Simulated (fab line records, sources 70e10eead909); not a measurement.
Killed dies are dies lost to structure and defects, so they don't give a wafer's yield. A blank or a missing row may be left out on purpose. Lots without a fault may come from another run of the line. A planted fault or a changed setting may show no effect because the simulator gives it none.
fab line records | flow nand_harc
record lots=24 wafers=72 last_day=24
route steps=1159 shown P_M0@269 P_M1@297
lots that met no fault: from a run of the same line without faults
start_h: hours from the record's first day to the start of the lot's first wafer shown | wait_h: hours since the lot's step before | " the same as in the row above | L1.1+2: a row that stands for several wafers | - no value, or no start given | * or withheld: withheld | < > ~ a bound
route shown NAME@n: a module of which the file shows steps, and the number in the route of the first | usual: mean/standard deviation of fault-free wafers | same: alike in all rows | chamber/n: place in a boat | sites: the reading at each site | _std_site: their standard deviation | _edge_site: outer sites' mean less inner sites' | radius_mm: how far each site lies from the wafer's centre | mask NAME#n: copy n | behind: the tool/chamber that last shaped the wafer | hold: why the lot was held/for how many hours/how that ended | device: the transistor (n, p or np) that didn't switch | end of line: the same wafers' tests at the end of the route | a step without rows: its recipe alone | killed: dies lost to structure and defects at the first sort, not the wafer's yield | map: a wafer's dies, x killed, . not, _ none there
set.NAME: the setting as run; set.NAME@STEP: as run at that earlier step | model.NAME: the simulator's own value behind a step, which no gauge read
steps of the route over a sample of lots; a table a step, a row a wafer
services: from which hour (start_h, from the record's first day; less than 0 if before it) a tool's chamber was out of use, for how many hours, and why
## steps
# step NHARC_P_M0_CD_MEAS_16
# usual cd_nm=89.8/0.62
# columns lot.wafer tool chamber start_h wait_h cd_nm
L074.1 cd_sem-03 - 126.46 - 90.2
L074.2 " - " " 90.5
L074.5 " - " " 89.6
L075.1 cd_sem-02 - 126.89 - 90.1
L075.4 " - " " 90.0
L075.5 " - " " 90.8
L076.1 cd_sem-01 - 130.78 - 90.1
L076.4 " - " " 89.5
L076.6 " - " " 90.3
L077.2 cd_sem-01 - 131.06 - 90.3
L077.4 " - " " 89.8
L077.6 " - " " 89.5
L078.1 cd_sem-01 - 140.23 - 89.2
L078.3 " - " " 90.2
L078.5 " - " " 90.0
L080.3 cd_sem-03 - 151.12 - 90.0
L080.4 " - " " 89.8
L080.5 " - " " 90.2
L079.2 cd_sem-02 - 154.72 - 90.1
L079.5 " - " " 90.1
L079.6 " - " " 89.3
L082.1 cd_sem-03 - 161.22 - 90.6
L082.5 " - " " 90.5
L082.6 " - " " 89.3
L081.2 cd_sem-03 - 161.76 - 89.8
L081.5 " - " " 89.0
L081.6 " - " " 89.7
L083.1 cd_sem-03 - 176.18 - 89.1
L083.2 " - " " 90.1
L083.3 " - " " 89.7
L084.1 cd_sem-02 - 177.43 - 89.3
L084.3 " - " " 90.5
L084.4 " - " " 89.8
L088.3 cd_sem-01 - 197.25 - 90.8
L088.5 " - " " 91.1
L088.6 " - " " 91.7
L085.4 cd_sem-02 - 197.79 - 89.3
L085.5 " - " " 89.6
L085.6 " - " " 88.2
L086.1 cd_sem-02 - 198.56 - 90.1
L086.2 " - " " 89.8
L086.3 " - " " 90.0
L087.1 cd_sem-01 - 213.97 - 90.0
L087.4 " - " " 89.3
L087.6 " - " " 87.6
L089.1 cd_sem-01 - 214.52 - 88.6
L089.3 " - " " 88.8
L089.6 " - " " 89.8
L091.1 cd_sem-03 - 215.15 - 90.2
L091.3 " - " " 89.1
L091.5 " - " " 90.3
L090.4 cd_sem-02 - 215.80 - 90.1
L090.5 " - " " 89.7
L090.6 " - " " 89.3
L093.1 cd_sem-03 - 223.17 - 89.2
L093.2 " - " " 89.5
L093.6 " - " " 88.7
L092.2 cd_sem-01 - 228.76 - 88.7
L092.5 " - " " 90.0
L092.6 " - " " 89.7
L094.3 cd_sem-01 - 251.78 - 90.3
L094.4 " - " " 89.5
L094.6 " - " " 90.2
L095.1 cd_sem-02 - 252.43 - 90.4
L095.2 " - " " 89.5
L095.4 " - " " 89.6
L096.2 cd_sem-02 - 252.99 - 89.9
L096.3 " - " " 89.5
L096.4 " - " " 89.1
L097.1 cd_sem-02 - 260.36 - 89.6
L097.4 " - " " 90.1
L097.5 " - " " 89.0
# step NHARC_P_M0_DEGAS_28
# recipe temp_c=250 time_s=60
# usual heater_power_w=366/45 susceptor_temp_C=250.03/0.16
# columns lot.wafer tool chamber start_h wait_h heater_power_w susceptor_temp_C
L074.1 pvd_sputter-02 - 127.08 - 331 249.75
L074.2 " - " " 301 250.07
L074.5 " - " " 334 249.97
L075.1 pvd_sputter-03 - 127.51 - 373 250.08
L075.4 " - " " 470 250.11
L075.5 " - " " 401 249.85
L076.4 pvd_sputter-01 - 131.40 - 398 249.85
L076.1 " - " " 344 249.94
L076.6 " - " " 372 249.84
L077.2 pvd_sputter-03 - 131.67 - 360 250.04
L077.4 " - " " 363 250.23
L077.6 " - " " 373 249.82
L078.3 pvd_sputter-02 - 140.85 - 322 249.84
L078.1 " - " " 344 249.88
L078.5 " - " " 314 250.15
L080.4 pvd_sputter-02 - 151.78 - 339 250.14
L080.3 " - " " 325 250.09
L080.5 " - " " 332 249.89
L079.2 pvd_sputter-02 - 155.34 - 329 249.85
L079.6 " - " " 317 250.16
L079.5 " - " " 325 250.16
L082.1 pvd_sputter-01 - 161.83 - 349 250.01
L082.6 " - " " 354 250.06
L082.5 " - " " 392 249.91
L081.2 pvd_sputter-02 - 162.37 - 317 -
L081.6 " - " " 313 -
L081.5 " - " " 322 -
L083.1 pvd_sputter-02 - 176.85 - 321 249.95
L083.3 " - " " 338 250.13
L083.2 " - " " 304 249.96
L084.4 pvd_sputter-02 - 178.05 - 311 249.86
L084.1 " - " " 344 250.04
L084.3 " - " " 332 249.98
L088.3 pvd_sputter-01 - 197.92 - 369 250.31
L088.5 " - " " 369 250.22
L088.6 " - " " 410 250.00
L085.4 pvd_sputter-02 - 198.40 - 314 250.43
L085.6 " - " " 314 249.94
L085.5 " - " " 318 250.02
L086.3 pvd_sputter-03 - 199.19 - 399 250.38
L086.1 " - " " 365 250.32
L086.2 " - " " 361 250.09
L087.4 pvd_sputter-03 - 214.58 - 401 249.98
L087.1 " - " " 376 250.04
L087.6 " - " " 404 249.99
L089.3 pvd_sputter-01 - 215.14 - 361 250.00
L089.1 " - " " 327 250.09
L089.6 " - " " 328 250.31
L091.1 pvd_sputter-03 - 215.77 - 357 -
L091.3 " - " " 393 -
L091.5 " - " " 401 -
L090.4 pvd_sputter-03 - 216.42 - 369 -
L090.6 " - " " 401 -
L090.5 " - " " 365 -
L093.2 pvd_sputter-03 - 223.78 - 399 250.11
L093.1 " - " " 489 250.08
L093.6 " - " " 395 250.17
L092.2 pvd_sputter-01 - 229.39 - 360 249.91
L092.6 " - " " 328 249.72
L092.5 " - " " 364 250.14
L094.4 pvd_sputter-03 - 252.41 - 407 249.87
L094.3 " - " " 369 249.96
L094.6 " - " " 362 249.92
L095.2 pvd_sputter-01 - 253.06 - 407 250.15
L095.4 " - " " 365 249.80
L095.1 " - " " 332 249.90
L096.4 pvd_sputter-03 - 253.60 - 365 250.04
L096.3 " - " " 403 249.68
L096.2 " - " " 481 250.21
L097.4 pvd_sputter-01 - 260.99 - 372 250.02
L097.1 " - " " 332 250.17
L097.5 " - " " 370 249.81
# step NHARC_P_M0_PVD_20
# recipe target_thk_a=50 bias_v=168.6 power_w=15000 chamber_pressure_pa=0.12 time_s=8.06 substrate_temp_c=50 material=TaN
# usual throttle_valve_pct=30.1/0.91
# columns lot.wafer tool chamber start_h wait_h throttle_valve_pct
L074.2 pvd_sputter-02 - - - 28.2
L074.1 " - " " 30.4
L074.5 " - " " 30.3
L075.4 pvd_sputter-03 - - - 29.4
L075.1 " - " " 30.5
L075.5 " - " " 29.2
L076.1 pvd_sputter-01 - - - 30.7
L076.4 " - " " 29.9
L076.6 " - " " 30.2
L077.2 pvd_sputter-03 - - - 29.2
L077.4 " - " " 31.1
L077.6 " - " " 29.7
L078.1 pvd_sputter-02 - - - 30.4
L078.3 " - " " 31.4
L078.5 " - " " 28.2
L080.3 pvd_sputter-02 - - - 30.2
L080.4 " - " " 31.0
L080.5 " - " " 30.2
L079.2 pvd_sputter-02 - - - 30.7
L079.5 " - " " 30.8
L079.6 " - " " 30.5
L082.1 pvd_sputter-01 - - - 30.7
L082.5 " - " " 30.6
L082.6 " - " " 30.4
L081.2 pvd_sputter-02 - - - 28.0
L081.6 " - " " 30.2
L081.5 " - " " 28.3
L083.3 pvd_sputter-02 - - - 28.0
L083.2 " - " " 30.3
L083.1 " - " " 30.9
L084.4 pvd_sputter-02 - - - 31.1
L084.3 " - " " 30.1
L084.1 " - " " 28.3
L088.3 pvd_sputter-01 - - - 30.2
L088.6 " - " " 31.4
L088.5 " - " " 30.7
L085.4 pvd_sputter-02 - - - 30.1
L085.6 " - " " 31.0
L085.5 " - " " 30.2
L086.3 pvd_sputter-03 - - - 30.2
L086.1 " - " " 29.5
L086.2 " - " " 30.9
L087.4 pvd_sputter-03 - - - 30.2
L087.1 " - " " 29.6
L087.6 " - " " 30.3
L089.3 pvd_sputter-01 - - - 29.5
L089.1 " - " " 31.6
L089.6 " - " " 30.0
L091.3 pvd_sputter-03 - - - 30.5
L091.1 " - " " 29.3
L091.5 " - " " 30.8
L090.4 pvd_sputter-03 - - - 30.1
L090.5 " - " " 29.5
L090.6 " - " " 31.0
L093.1 pvd_sputter-03 - - - 29.2
L093.2 " - " " 29.6
L093.6 " - " " 29.1
L092.2 pvd_sputter-01 - - - 30.9
L092.6 " - " " 31.6
L092.5 " - " " 31.0
L094.4 pvd_sputter-03 - - - 31.0
L094.3 " - " " 30.6
L094.6 " - " " 29.8
L095.2 pvd_sputter-01 - - - 30.2
L095.4 " - " " 31.5
L095.1 " - " " 30.7
L096.3 pvd_sputter-03 - - - 29.2
L096.2 " - " " 31.0
L096.4 " - " " 30.4
L097.4 pvd_sputter-01 - - - 30.9
L097.1 " - " " 30.1
L097.5 " - " " 30.7
# step NHARC_P_M0_ANNEAL_30
# recipe temp_c=225 time_s=90
# usual wafer_temp_C_max=226.4/0.45
# columns lot.wafer tool chamber start_h wait_h wafer_temp_C_max
L074.1 rtp_anneal-01 0 127.82 0.3 227.1
L074.2 " 0 " " 226.5
L074.5 " 0 " " 226.6
L075.1 rtp_anneal-02 0 128.24 0.3 226.0
L075.4 " 0 " " 225.7
L075.5 " 0 " " 225.8
L076.1 rtp_anneal-01 0 132.19 0.3 226.1
L076.4 " 0 " " 226.5
L076.6 " 0 " " 226.5
L077.2 rtp_anneal-01 0 132.55 - 227.1
L077.4 " 0 " " 227.1
L077.6 " 0 " " 226.8
L078.1 rtp_anneal-01 0 141.58 0.3 226.7
L078.3 " 0 " " 226.6
L078.5 " 0 " " 226.3
L080.3 rtp_anneal-01 0 152.73 0.4 226.7
L080.4 " 0 " " 227.1
L080.5 " 0 " " 226.8
L079.2 rtp_anneal-01 0 156.21 0.5 226.7
L079.5 " 0 " " 226.4
L079.6 " 0 " " 227.1
L082.1 rtp_anneal-01 0 162.56 - 226.5
L082.5 " 0 " " 226.5
L082.6 " 0 " " 226.7
L081.2 rtp_anneal-02 0 163.16 0.3 226.0
L081.5 " 0 " " 226.1
L081.6 " 0 " " 225.8
L083.1 rtp_anneal-02 0 177.59 - 225.7
L083.2 " 0 " " 226.2
L083.3 " 0 " " 226.2
L084.1 rtp_anneal-01 0 178.79 - 226.7
L084.3 " 0 " " 226.5
L084.4 " 0 " " 227.3
L088.3 rtp_anneal-01 0 198.75 0.3 227.0
L088.5 " 0 " " 227.3
L088.6 " 0 " " 227.0
L085.4 rtp_anneal-01 0 199.46 0.5 226.8
L085.5 " 0 " " 227.3
L085.6 " 0 " " 226.8
L086.1 rtp_anneal-01 0 199.99 - 226.4
L086.2 " 0 " " 227.1
L086.3 " 0 " " 226.6
L087.1 rtp_anneal-01 0 215.32 - 226.9
L087.4 " 0 " " 226.3
L087.6 " 0 " " 226.6
L089.1 rtp_anneal-01 0 215.88 0.3 226.2
L089.3 " 0 " " 226.6
L089.6 " 0 " " 226.0
L091.1 rtp_anneal-02 0 216.55 0.4 225.9
L091.3 " 0 " " 225.7
L091.5 " 0 " " 225.7
L090.4 rtp_anneal-02 0 217.32 - 226.2
L090.5 " 0 " " 225.9
L090.6 " 0 " " 226.1
L093.1 rtp_anneal-01 0 224.52 - 226.6
L093.2 " 0 " " 225.7
L093.6 " 0 " " 226.6
L092.2 rtp_anneal-01 0 230.17 0.4 226.6
L092.5 " 0 " " 226.6
L092.6 " 0 " " 227.2
L094.3 rtp_anneal-02 0 253.25 0.3 226.0
L094.4 " 0 " " 226.0
L094.6 " 0 " " 225.7
L095.1 rtp_anneal-02 0 253.81 - 225.8
L095.2 " 0 " " 225.8
L095.4 " 0 " " 225.6
L096.2 rtp_anneal-01 0 254.40 - 226.2
L096.3 " 0 " " 226.2
L096.4 " 0 " " 226.3
L097.1 rtp_anneal-01 0 261.71 0.3 226.4
L097.4 " 0 " " 227.4
L097.5 " 0 " " 226.6
# step NHARC_P_M0_PRE_CLEAN_31
# recipe time_s=12 temp_c=370 rf_power_w=300 gas=NH3
# usual heater_power_outer_w=373/49 heater_power_w=628/83 susceptor_temp_C=370.04/0.19
# columns lot.wafer tool chamber start_h wait_h heater_power_outer_w heater_power_w susceptor_temp_C
L074.1 pecvd-02 0 128.71 0.1 358 579 369.65
L074.2 " 1 " " 356 670 369.97
L074.5 " 0 " " 360 590 369.84
L075.1 pecvd-02 2 129.15 0.1 348 563 369.81
L075.4 " 1 " " 414 756 370.23
L075.5 " 2 " " 342 567 370.16
L076.1 pecvd-04 0 133.08 0.1 393 603 369.73
L076.4 " 0 " " 396 603 370.12
L076.6 " 2 " " 509 790 370.17
L077.2 pecvd-04 1 133.44 0.1 438 776 370.04
L077.4 " 0 " " 411 655 370.16
L077.6 " 1 " " 450 791 369.90
L078.3 pecvd-01 1 142.46 0.1 368 641 370.03
L078.1 " 2 " " 333 544 370.18
L078.5 " 0 " " 354 592 370.16
L080.3 pecvd-04 1 153.79 0.1 457 765 369.80
L080.4 " 2 " " 416 677 370.02
L080.5 " 0 " " 444 680 370.07
L079.2 pecvd-01 0 157.32 0.1 323 537 370.00
L079.6 " 2 " " 385 622 370.12
L079.5 " 1 " " 404 694 369.95
L082.1 pecvd-01 0 163.46 0.1 346 574 370.03
L082.6 " 0 " " 335 587 369.96
L082.5 " 1 " " 416 699 370.07
L081.2 pecvd-01 0 164.50 0.6 302 535 370.03
L081.5 " 1 " " 393 671 369.77
L081.6 " 2 " " 348 562 369.95
L083.1 pecvd-01 2 178.47 0.1 396 653 370.40
L083.2 " 0 " " 281 489 370.08
L083.3 " 1 " " 401 712 370.08
L084.1 pecvd-02 0 179.67 0.1 367 599 370.05
L084.3 " 1 " " 383 710 369.94
L084.4 " 1 " " 378 693 369.77
L088.3 pecvd-02 0 199.53 0.1 380 623 370.07
L088.5 " 1 " " 361 684 370.06
L088.6 " 2 " " 375 565 369.87
L085.5 pecvd-02 2 200.24 0.1 293 485 370.01
L085.6 " 0 " " 369 593 369.93
L085.4 " 1 " " 404 749 370.10
L086.2 pecvd-04 1 200.88 0.1 434 753 370.02
L086.1 " 2 " " 463 729 369.95
L086.3 " 0 " " 408 639 369.90
L087.1 pecvd-01 2 216.20 0.1 390 648 370.22
L087.4 " 0 " " 345 593 370.12
L087.6 " 1 " " 398 690 370.04
L089.1 pecvd-02 2 216.78 0.1 338 543 370.07
L089.3 " 0 " " 353 586 370.31
L089.6 " 1 " " 395 717 369.78
L091.1 pecvd-01 0 217.46 0.1 310 535 369.96
L091.3 " 1 " " 349 637 370.08
L091.5 " 0 " " 307 545 369.85
L090.4 pecvd-01 2 218.45 0.5 357 605 369.77
L090.6 " 0 " " 315 546 369.99
L090.5 " 1 " " 364 635 370.06
L093.2 pecvd-02 1 225.40 0.1 417 748 369.76
L093.1 " 0 " " 312 536 370.33
L093.6 " 0 " " 328 551 370.44
L092.2 pecvd-02 1 231.14 0.1 330 656 370.12
L092.5 " 2 " " 338 542 370.00
L092.6 " 1 " " 341 634 370.09
L094.3 pecvd-02 2 254.03 0.1 310 494 370.05
L094.6 " 2 " " 302 503 370.03
L094.4 " 0 " " 385 635 369.75
L095.1 pecvd-01 2 254.70 0.1 314 506 370.05
L095.2 " 0 " " 302 518 370.58
L095.4 " 2 " " 305 507 370.23
L096.3 pecvd-01 1 255.23 0.1 437 750 370.22
L096.2 " 2 " " 362 575 370.03
L096.4 " 1 " " 437 724 369.81
L097.1 pecvd-01 2 262.59 0.1 370 588 369.90
L097.5 " 0 " " 286 499 370.39
L097.4 " 1 " " 405 683 369.81
# step NHARC_P_M1_INSPECT_11
# usual raw_defect_count=4.0/2.3
# columns lot.wafer tool chamber start_h wait_h raw_defect_count
L074.1 defect_inspect-02 - 130.27 0.0 4
L074.2 " - " " 4
L074.5 " - " " 3
L075.1 defect_inspect-02 - 130.45 0.1 5
L075.4 " - " " 3
L075.5 " - " " 6
L076.1 defect_inspect-01 - 134.59 0.0 5
L076.4 " - " " 7
L076.6 " - " " 9
L077.2 defect_inspect-01 - 134.98 0.0 6
L077.4 " - " " 6
L077.6 " - " " 11
L078.1 defect_inspect-02 - 143.87 0.0 3
L078.3 " - " " 3
L078.5 " - " " 7
L080.3 defect_inspect-01 - 155.25 0.0 10
L080.4 " - " " 2
L080.5 " - " " 3
L079.2 defect_inspect-02 - 158.63 0.0 3
L079.5 " - " " 2
L079.6 " - " " 6
L082.1 defect_inspect-02 - 164.88 0.0 7
L082.5 " - " " 5
L082.6 " - " " 6
L081.2 defect_inspect-02 - 165.80 0.0 4
L081.5 " - " " 3
L081.6 " - " " 6
L083.1 defect_inspect-01 - 179.80 0.0 3
L083.2 " - " " 6
L083.3 " - " " 6
L084.1 defect_inspect-02 - 181.10 0.0 7
L084.3 " - " " 1
L084.4 " - " " 7
L088.3 defect_inspect-01 - 200.99 0.0 3
L088.5 " - " " 3
L088.6 " - " " 1
L085.4 defect_inspect-01 - 201.66 0.0 3
L085.5 " - " " 2
L085.6 " - " " 3
L086.1 defect_inspect-01 - 202.33 0.0 7
L086.2 " - " " 1
L086.3 " - " " 7
L087.1 defect_inspect-01 - 217.63 0.0 3
L087.4 " - " " 4
L087.6 " - " " 2
L089.1 defect_inspect-02 - 218.19 0.0 2
L089.3 " - " " 0
L089.6 " - " " 3
L091.1 defect_inspect-01 - 218.77 0.0 1
L091.3 " - " " 5
L091.5 " - " " 3
L090.4 defect_inspect-01 - 219.72 0.0 6
L090.5 " - " " 1
L090.6 " - " " 2
L093.1 defect_inspect-01 - 226.70 0.0 2
L093.2 " - " " 3
L093.6 " - " " 2
L092.2 defect_inspect-02 - 232.54 0.0 2
L092.5 " - " " 6
L092.6 " - " " 4
L094.3 defect_inspect-02 - 255.37 0.0 2
L094.4 " - " " 8
L094.6 " - " " 0
L095.1 defect_inspect-01 - 256.14 0.0 5
L095.2 " - " " 2
L095.4 " - " " 2
L096.2 defect_inspect-01 - 256.58 0.0 1
L096.3 " - " " 5
L096.4 " - " " 3
L097.1 defect_inspect-02 - 264.04 0.0 3
L097.4 " - " " 3
L097.5 " - " " 1
## services
# columns tool chamber start_h hours kind
pecvd-04 - 113.62 0.2 repair
pecvd-01 - 128.15 14.2 repair
pecvd-02 - 153.17 13.0 pm
pecvd-02 0 153.17 13.0 vent_cycle
pecvd-02 1 153.17 13.0 vent_cycle
pecvd-02 2 153.17 13.0 vent_cycle
pecvd-02 0 166.17 - clean
pecvd-02 1 166.17 - clean
pecvd-02 2 166.17 - clean
pecvd-01 - 169.57 7.0 repair
pvd_sputter-01 - 171.28 10.0 pm
pvd_sputter-03 - 183.89 4.5 repair
pecvd-04 - 205.99 13.0 pm
pecvd-04 0 205.99 13.0 vent_cycle
pvd_sputter-02 - 213.63 2.5 repair
pvd_sputter-02 - 216.17 10.0 pm
pecvd-01 - 237.24 13.0 pm
pecvd-01 0 237.24 13.0 vent_cycle
pecvd-01 1 237.24 13.0 vent_cycle
pecvd-01 2 237.24 13.0 vent_cycle
pvd_sputter-03 - 237.51 0.7 repair
pecvd-01 0 250.24 - clean
pecvd-01 1 250.24 - clean
pecvd-01 2 250.24 - clean
## key
fault none
